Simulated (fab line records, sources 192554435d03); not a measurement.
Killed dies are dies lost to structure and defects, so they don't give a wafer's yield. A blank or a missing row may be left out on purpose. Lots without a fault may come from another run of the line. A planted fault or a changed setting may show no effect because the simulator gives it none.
One fault seen from 2 desks | flow n5_finfet | each desk has only its own numbers; what lay behind them comes last

THE TOOL OWNER'S DESK: rie_diel-03
The tool's own readings at N5_BEOL_M11_TRENCH_ETCH_37 (etches SiCOH lowk in C4F6/O2, target depth 148.83 nm, time 48 s): means of the sampled wafers that have a number, for each lot that ran on this tool. A lot is out of limits, marked OUT, if its mean lies more than 4 standard deviations from the usual mean; the brackets give that distance. Of its 8 readings 7 are shown: the one that was out of limits first, and those that lie furthest out on some lot.
Columns: A = chamber_pressure_mTorr at N5_BEOL_M11_TRENCH_ETCH_37, usual 29.999 mTorr; B = drypump_motor_current_A at N5_BEOL_M11_TRENCH_ETCH_37, usual 5.6 A; C = oes_f_703_au at N5_BEOL_M11_TRENCH_ETCH_37, usual 0.84 a.u.; D = oes_product_au at N5_BEOL_M11_TRENCH_ETCH_37, usual 0.83 a.u.; E = rf_vpp_V at N5_BEOL_M11_TRENCH_ETCH_37, usual 656 V; F = run_length_s at N5_BEOL_M11_TRENCH_ETCH_37, usual 71.5 s; G = throttle_valve_pct at N5_BEOL_M11_TRENCH_ETCH_37, usual 20.73 %
lot  | first seen here | A      | B   | C    | D    | E   | F               | G
L249 | day 10 20:18    | 30.005 | 5.3 | 0.92 | 0.91 | 656 | 71.0            | 20.90
L252 | day 11 15:29    | 29.985 | 5.9 | 0.88 | 0.87 | 656 | 71.4            | 20.82
L257 | day 12 15:22    | 30.020 | 6.2 | 0.85 | 0.83 | 658 | 73.7 (+4.2) OUT | 20.78
L260 | day 13 19:05    | 29.993 | 5.2 | 0.85 | 0.85 | 660 | 72.2            | 21.02
L262 | day 14 02:44    | 29.978 | 5.2 | 0.85 | 0.86 | 661 | 72.2            | 21.03
This desk's finding: out of limits on L257; first on L257, day 12 15:22 (run_length_s at N5_BEOL_M11_TRENCH_ETCH_37). In limits: L249, L252, L260, L262.

THE METROLOGY DESK
What the gauges read, lot by lot, whatever tool the lot ran on: means of the sampled wafers that have a number. A lot is out of limits, marked OUT, if its mean lies more than 4 standard deviations from the usual mean; the brackets give that distance.
Columns: A = trench_depth_nm at N5_BEOL_M11_OCD_MEAS_38, usual 149 nm; B = M11_THK at N5_BEOL_M11_THK_MEAS_53, usual 136 nm
lot  | first seen here | A   | B
L249 | day 10 20:30    | 153 | 139
L251 | day 11 04:14    | 147 | 134
L252 | day 11 15:40    | 152 | 138
L257 | day 12 15:34    | 156 | 144
L260 | day 13 19:16    | 156 | 141
L262 | day 14 02:56    | 158 | 145
L267 | day 15 00:38    | 155 | 141
L264 | day 15 10:04    | 149 | 137
L268 | day 16 00:09    | 146 | 132
L269 | day 16 10:20    | 147 | 132
This desk's finding: nothing out of limits on any of the 10 lots.

PUT TOGETHER
The tool owner's desk could have raised an alarm at day 12 15:22, on L257.
The metrology desk saw nothing out of limits.
The metrology desk has L257 on record, within its limits.
Of the lots named, all ran N5_BEOL_M11_TRENCH_ETCH_37 on rie_diel-03.

WHAT THE SIMULATOR HAD PUT IN
Process parameter drift: rie_diel-03, from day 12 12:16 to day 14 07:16, at N5_BEOL_M11_TRENCH_ETCH_37. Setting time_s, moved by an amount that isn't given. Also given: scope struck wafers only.
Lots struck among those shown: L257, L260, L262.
Hours from the fault's start to each desk's first reading out of limits: the tool owner's desk, 3.
